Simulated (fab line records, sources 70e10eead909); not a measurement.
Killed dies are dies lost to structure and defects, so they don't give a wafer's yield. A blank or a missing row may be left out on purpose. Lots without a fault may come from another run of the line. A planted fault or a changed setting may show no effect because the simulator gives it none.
Chamber matching | flow nand_harc | NHARC_A_CONTACT_ETCH_110 on rie_diel-02: 4 sister chambers
The step etches the open film in CF4/O2, target depth 60 nm, overetch 6 nm, time 33 s. 42 wafers are shown with their chamber, then 12 later ones without.

WAFERS WITH THEIR CHAMBER
wafer  | chamber | showerhead_plenum_p_Torr (Torr) | rf_vpp_V (V) | oes_product_au (a.u.)
L076.2 | 1       | 1.40                            | 199.0        | 0.998
L076.4 | 3       | 1.29                            | 197.2        | 0.997
L076.5 | 0       | 1.25                            | 194.6        | 1.017
L078.1 | 3       | 1.29                            | 196.3        | 0.998
L078.2 | 0       | 1.25                            | 196.4        | 1.000
L078.3 | 1       | 1.40                            | 199.0        | 0.998
L078.4 | 2       | 1.33                            | 198.7        | 0.984
L078.5 | 2       | 1.33                            | 198.0        | 1.002
L078.6 | 3       | 1.29                            | 197.7        | 0.998
L079.1 | 1       | 1.40                            | 199.2        | 0.990
L079.2 | 3       | 1.29                            | 196.1        | 0.997
L079.5 | 1       | 1.40                            | 200.4        | 0.991
L079.3 | 0       | 1.25                            | 196.0        | 1.019
L079.4 | 2       | 1.33                            | 199.1        | 0.986
L079.6 | 2       | 1.33                            | 198.5        | 0.991
L081.3 | 3       | 1.29                            | 195.6        | 0.991
L081.4 | 2       | 1.33                            | 198.2        | 0.996
L081.6 | 0       | 1.25                            | 196.3        | 1.007
L082.2 | 2       | 1.33                            | 198.1        | 0.995
L082.4 | 1       | 1.40                            | 199.4        | 0.989
L082.6 | 2       | 1.33                            | 197.4        | 0.983
L085.1 | 2       | 1.33                            | 196.6        | 0.996
L085.2 | 3       | 1.29                            | 195.8        | 0.995
L085.6 | 0       | 1.25                            | 194.8        | 0.988
L083.1 | 0       | 1.25                            | 197.7        | 1.005
L083.2 | 2       | 1.32                            | 197.5        | 0.982
L083.3 | 3       | 1.29                            | 197.0        | 0.994
L086.1 | 0       | 1.25                            | 196.4        | 1.002
L086.2 | 2       | 1.32                            | 198.1        | 1.000
L086.3 | 1       | 1.40                            | 199.0        | 0.997
L086.4 | 3       | 1.29                            | 197.1        | 0.991
L086.5 | 3       | 1.29                            | 195.7        | 0.997
L086.6 | 2       | 1.32                            | 197.2        | 1.000
L087.1 | 3       | 1.29                            | 197.9        | 0.989
L087.4 | 0       | 1.25                            | 194.8        | 1.005
L087.6 | 2       | 1.32                            | 196.8        | 0.986
L084.2 | 3       | 1.29                            | 196.6        | 0.981
L084.3 | 1       | 1.40                            | 199.0        | 0.983
L084.6 | 0       | 1.25                            | 195.0        | 1.005
L088.2 | 3       | 1.29                            | 195.9        | 1.002
L088.3 | 2       | 1.32                            | 196.7        | 0.988
L088.5 | 1       | 1.40                            | 200.5        | 0.991

SIGNATURES (means of the wafers above)
reading                  | chamber 0 | chamber 1 | chamber 2 | chamber 3 | scatter within a chamber
showerhead_plenum_p_Torr | 1.2500    | 1.4000    | 1.3262    | 1.2900    | 0.00285
rf_vpp_V                 | 195.778   | 199.438   | 197.762   | 196.575   | 0.829
oes_product_au           | 1.00533   | 0.99213   | 0.99146   | 0.99417   | 0.00687
Rule: a wafer's distance from a chamber is the root of the sum, over the readings, of the square of ((its reading less the chamber's mean) divided by the reading's scatter). The wafer belongs to the nearest chamber; if the next one is less than 2 further off, it can't be placed. The scatter: the root of (the sum of the squares of (reading less its chamber's mean) over the shown wafers, divided by (wafers less chambers)).

WAFERS WITHOUT THEIR CHAMBER
wafer  | showerhead_plenum_p_Torr (Torr) | rf_vpp_V (V) | oes_product_au (a.u.)
L091.1 | 1.25                            | 194.7        | 1.011
L091.5 | 1.40                            | 200.3        | 1.011
L091.6 | 1.32                            | 197.0        | 1.002
L089.1 | 1.25                            | 196.1        | 1.006
L089.4 | 1.40                            | 200.0        | 0.989
L089.6 | 1.40                            | 199.7        | 0.989
L089.2 | 1.29                            | 196.1        | 0.997
L089.3 | 1.32                            | 197.0        | 0.985
L089.5 | 1.25                            | 195.6        | 1.009
L097.1 | 1.32                            | 196.3        | 0.980
L097.2 | 1.39                            | 199.3        | 0.985
L097.6 | 1.39                            | 200.9        | 0.981

WHICH CHAMBER EACH WENT THROUGH
wafer  | from the rows above | in truth
L091.1 | 0                   | 0
L091.5 | 1                   | 1
L091.6 | 2                   | 2
L089.1 | 0                   | 0
L089.4 | 1                   | 1
L089.6 | 1                   | 1
L089.2 | 3                   | 3
L089.3 | 2                   | 2
L089.5 | 0                   | 0
L097.1 | 2                   | 2
L097.2 | 1                   | 1
L097.6 | 1                   | 1
Placed correctly: 12 of 12. Can't be placed from these rows: 0. Placed wrongly: 0.
